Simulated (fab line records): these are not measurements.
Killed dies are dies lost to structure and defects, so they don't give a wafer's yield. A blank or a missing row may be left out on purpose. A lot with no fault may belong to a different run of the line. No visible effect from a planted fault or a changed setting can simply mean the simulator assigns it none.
The tool behind it: which one? | flow n5-finfet | 11 lots with 33 wafers sampled at 5 steps, on a route of 1938 steps

== WHAT EACH GAUGE READ, for each wafer ==
The record lacks any reading of a measuring or inspecting step that a usual standard deviation could be used to judge.

== EACH LOT AND THE TOOL THAT RAN IT (in order: tool; ch and the chambers of the sampled wafers; start) ==
lot  | N5_BEOL_M11_CURE_72           | N5_BEOL_M11_ALD_74                  | N5_BEOL_M11_SPUTTER_48       | N5_BEOL_M11_DEP_56              | N5_PASSIVATION_PROBE_49
L982 | uv-cure-03 ch 0, day 12 06:58 | ald-metal-04 ch 0,2,3, day 12 07:28 | pvd-sputter-02, day 12 08:07 | pecvd-02 ch 1,2, day 12 09:26   | prober-02, day 14 05:46
L983 | uv-cure-02 ch 2, day 12 17:05 | ald-metal-01 ch 0,1,3, day 12 17:29 | pvd-sputter-03, day 12 19:25 | pecvd-03 ch 0,1, day 12 20:17   | prober-01, day 14 14:08
L984 | uv-cure-02 ch 0, day 13 09:34 | ald-metal-04 ch 0,1,2, day 13 10:07 | pvd-sputter-01, day 13 11:08 | pecvd-02 ch 0,2, day 13 12:19   | -
L986 | uv-cure-02 ch 2, day 13 19:14 | ald-metal-03 ch 0,2, day 13 20:07   | pvd-sputter-01, day 13 20:40 | pecvd-03 ch 0,1,2, day 13 22:52 | -
L990 | uv-cure-01 ch 0, day 14 06:28 | ald-metal-04 ch 0,1,3, day 14 06:52 | pvd-sputter-02, day 14 07:31 | pecvd-04 ch 0,1,2, day 14 08:31 | prober-01, day 16 03:18
L989 | uv-cure-02 ch 2, day 14 20:52 | ald-metal-01 ch 0,1, day 14 22:01   | pvd-sputter-03, day 14 23:08 | pecvd-03 ch 0,1,2, day 15 00:02 | prober-02, day 16 13:06
L993 | uv-cure-03 ch 0, day 14 22:16 | ald-metal-01 ch 1,3, day 15 00:02   | pvd-sputter-03, day 15 00:31 | pecvd-04 ch 1,2, day 15 01:25   | -
L992 | uv-cure-01 ch 2, day 15 20:53 | ald-metal-04 ch 2,3, day 15 21:30   | pvd-sputter-02, day 15 22:07 | pecvd-03 ch 0,2, day 15 23:06   | prober-02, day 17 23:58
L100 | uv-cure-01 ch 2, day 16 06:35 | ald-metal-04 ch 1,2, day 16 07:12   | pvd-sputter-01, day 16 07:46 | pecvd-03 ch 0,2, day 16 08:41   | prober-01, day 18 03:52
L103 | uv-cure-03 ch 2, day 16 17:47 | ald-metal-01 ch 0,1,3, day 16 18:11 | pvd-sputter-01, day 16 20:41 | pecvd-03 ch 0,1, day 16 21:50   | prober-01, day 18 12:19
L104 | uv-cure-03 ch 2, day 18 23:13 | ald-metal-04 ch 0,2,3, day 18 23:53 | pvd-sputter-01, day 19 00:24 | pecvd-03 ch 1,2, day 19 01:33   | prober-01, day 20 20:35
- N5_BEOL_M11_CURE_72: cures SiCOH lowk, time 120 s.
- N5_BEOL_M11_ALD_74: deposits TaN, target thk 2 nm, pulse time 2 s, purge time 3 s.
- N5_BEOL_M11_SPUTTER_48: material Cu, target thk 12 nm, time 2 s.
- N5_BEOL_M11_DEP_56: deposits SiCN from 3MS/NH3, target thk 30 nm, time 10.5 s.
- N5_PASSIVATION_PROBE_49

== WHAT THE TOOLS THEMSELVES READ (means of the sampled wafers that have a number; where no wafer has one, the mark that the record gives instead) ==
N5_BEOL_M11_CURE_72. Usual: lamp-power-pct 52.32 %, standard deviation 0.051; wafer_temp_C_max 371.8, standard deviation 0.73.
lot  | tool       | lamp-power-pct (%) | wafer_temp_C_max | flag
L982 | uv-cure-03 | 52.27              | 372.3            |
L983 | uv-cure-02 | 52.31              | 371.3            |
L984 | uv-cure-02 | 52.32              | 370.8            |
L986 | uv-cure-02 | 52.29              | 371.3            |
L990 | uv-cure-01 | 52.32              | 372.6            |
L989 | uv-cure-02 | 52.30              | 371.4            |
L993 | uv-cure-03 | 52.36              | 371.9            |
L992 | uv-cure-01 | 52.28              | 371.2            |
L100 | uv-cure-01 | 52.37              | 370.9            |
L103 | uv-cure-03 | 52.33              | 371.4            |
L104 | uv-cure-03 | 52.35              | 371.8            |

N5_BEOL_M11_ALD_74. Usual: heater-power-w 400 W, standard deviation 39.
lot  | tool         | heater-power-w (W) | flag
L982 | ald-metal-04 | 392                |
L983 | ald-metal-01 | 384                |
L984 | ald-metal-04 | 431                |
L986 | ald-metal-03 | 421                |
L990 | ald-metal-04 | 421                |
L989 | ald-metal-01 | 376                |
L993 | ald-metal-01 | 400                |
L992 | ald-metal-04 | 369                |
L100 | ald-metal-04 | 431                |
L103 | ald-metal-01 | 388                |
L104 | ald-metal-04 | 397                |

N5_BEOL_M11_SPUTTER_48. Usual: cathode-dc-power-W 26000 W, standard deviation 4.5; throttle-valve-pct 29.6 %, standard deviation 1.4.
lot  | tool           | cathode-dc-power-W (W) | throttle-valve-pct (%) | flag
L982 | pvd-sputter-02 | 26002                  | 30.0                   |
L983 | pvd-sputter-03 | 26002                  | 30.0                   |
L984 | pvd-sputter-01 | 26000                  | 29.8                   |
L986 | pvd-sputter-01 | 25996                  | 28.8                   |
L990 | pvd-sputter-02 | 26000                  | 31.1                   |
L989 | pvd-sputter-03 | 25998                  | 29.8                   |
L993 | pvd-sputter-03 | 26000                  | 29.8                   |
L992 | pvd-sputter-02 | 25999                  | 29.8                   |
L100 | pvd-sputter-01 | 25999                  | 29.5                   |
L103 | pvd-sputter-01 | 26002                  | 29.1                   |
L104 | pvd-sputter-01 | 25994                  | 29.3                   |

N5_BEOL_M11_DEP_56. Usual: rf-fwd-power-W 666 W, standard deviation 3.3; showerhead-plenum-p-Torr 4.141 Torr, standard deviation 0.021; throttle-valve-pct 18.0 %, standard deviation 0.86.
lot  | tool     | rf-fwd-power-W (W) | showerhead-plenum-p-Torr (Torr) | throttle-valve-pct (%) | flag
L982 | pecvd-02 | 666                | 4.170                           | 18.0                   |
L983 | pecvd-03 | 667                | 4.143                           | 18.8                   |
L984 | pecvd-02 | 667                | 4.131                           | 17.9                   |
L986 | pecvd-03 | 669                | 4.133                           | 18.3                   |
L990 | pecvd-04 | 662                | 4.141                           | 17.4                   |
L989 | pecvd-03 | 668                | 4.138                           | 18.4                   |
L993 | pecvd-04 | 665                | 4.154                           | 16.9                   |
L992 | pecvd-03 | 669                | 4.127                           | 17.8                   |
L100 | pecvd-03 | 667                | 4.138                           | 18.5                   |
L103 | pecvd-03 | 667                | 4.137                           | 19.1                   |
L104 | pecvd-03 | 667                | 4.128                           | 18.4                   |

N5_PASSIVATION_PROBE_49. Usual: defect-limited-yield 91.1 %, standard deviation 1.4; killed_at_M0_to_M3 34, standard deviation 10; killed_at_M4_up 14, standard deviation 5.5; killed-at-contacts 12, standard deviation 5.1; killed-at-front-end 41, standard deviation 12; killed-at-other 4, standard deviation 3.1; killed-dies 105, standard deviation 17; killed-open 70, standard deviation 13; killed-short 33, standard deviation 7.6; sort_bin_5_function 5.3 %, standard deviation 0.98; sort_bin_6_memory 3.3 %, standard deviation 0.67; sort_bin_8_speed 0.00 %, standard deviation 0.007; sort-n-pass 1075, standard deviation 17; sort-yield-pct 91.1 %, standard deviation 1.4.
lot  | tool      | defect-limited-yield (%) | killed_at_M0_to_M3 | killed_at_M4_up | killed-at-contacts | killed-at-front-end | killed-at-other | killed-dies | killed-open | killed-short | sort_bin_5_function (%) | sort_bin_6_memory (%) | sort_bin_8_speed (%) | sort-n-pass | sort-yield-pct (%) | flag
L982 | prober-02 | 90.9                     | 45                 | 8               | 14                 | 38                  | 3               | 107         | 73          | 30           | 4.7                     | 4.1                   | 0.00                 | 1073        | 90.9               |
L983 | prober-01 | 92.6                     | 25                 | 18              | 9                  | 33                  | 2               | 87          | 57          | 28           | 4.4                     | 2.7                   | 0.00                 | 1093        | 92.6               |
L990 | prober-01 | 91.5                     | 27                 | 9               | 9                  | 54                  | 1               | 100         | 66          | 34           | 4.9                     | 3.2                   | 0.00                 | 1080        | 91.5               |
L989 | prober-02 | 93.2                     | 19                 | 17              | 12                 | 32                  | 1               | 80          | 53          | 25           | 3.9                     | 2.7                   | 0.00                 | 1100        | 93.2               |
L992 | prober-02 | 90.3                     | 38                 | 17              | 12                 | 40                  | 7               | 114         | 82          | 32           | 5.8                     | 3.6                   | 0.00                 | 1066        | 90.3               |
L100 | prober-01 | 90.6                     | 31                 | 13              | 16                 | 47                  | 5               | 111         | 77          | 34           | 5.5                     | 3.6                   | 0.00                 | 1069        | 90.6               |
L103 | prober-01 | 89.8                     | 51                 | 15              | 7                  | 44                  | 4               | 121         | 75          | 44           | 6.5                     | 3.3                   | 0.00                 | 1059        | 89.8               |
L104 | prober-01 | 90.6                     | 42                 | 17              | 11                 | 39                  | 0               | 110         | 72          | 38           | 5.2                     | 3.9                   | 0.00                 | 1070        | 90.6               |

== THE ANSWER, worked out from the rows above alone ==
Rule: take the mean of a lot's wafers that have a number; if it is more than 3 standard deviations from the usual mean, the lot is off. A lot without any number at a reading at which 4 lots or more have one is off too. All remaining lots with rows at the step are treated as sound. After the gauges, taken in route order, come the tools' own readings; for these a lot's mean is taken, as printed above. At the first step where some lot is off, the reading lying furthest off is the one used; lots without a number count as furthest.
No lot is off at any reading shown: from this, nothing can be told.

== WHAT WAS PUT IN BY THE SIMULATOR ==
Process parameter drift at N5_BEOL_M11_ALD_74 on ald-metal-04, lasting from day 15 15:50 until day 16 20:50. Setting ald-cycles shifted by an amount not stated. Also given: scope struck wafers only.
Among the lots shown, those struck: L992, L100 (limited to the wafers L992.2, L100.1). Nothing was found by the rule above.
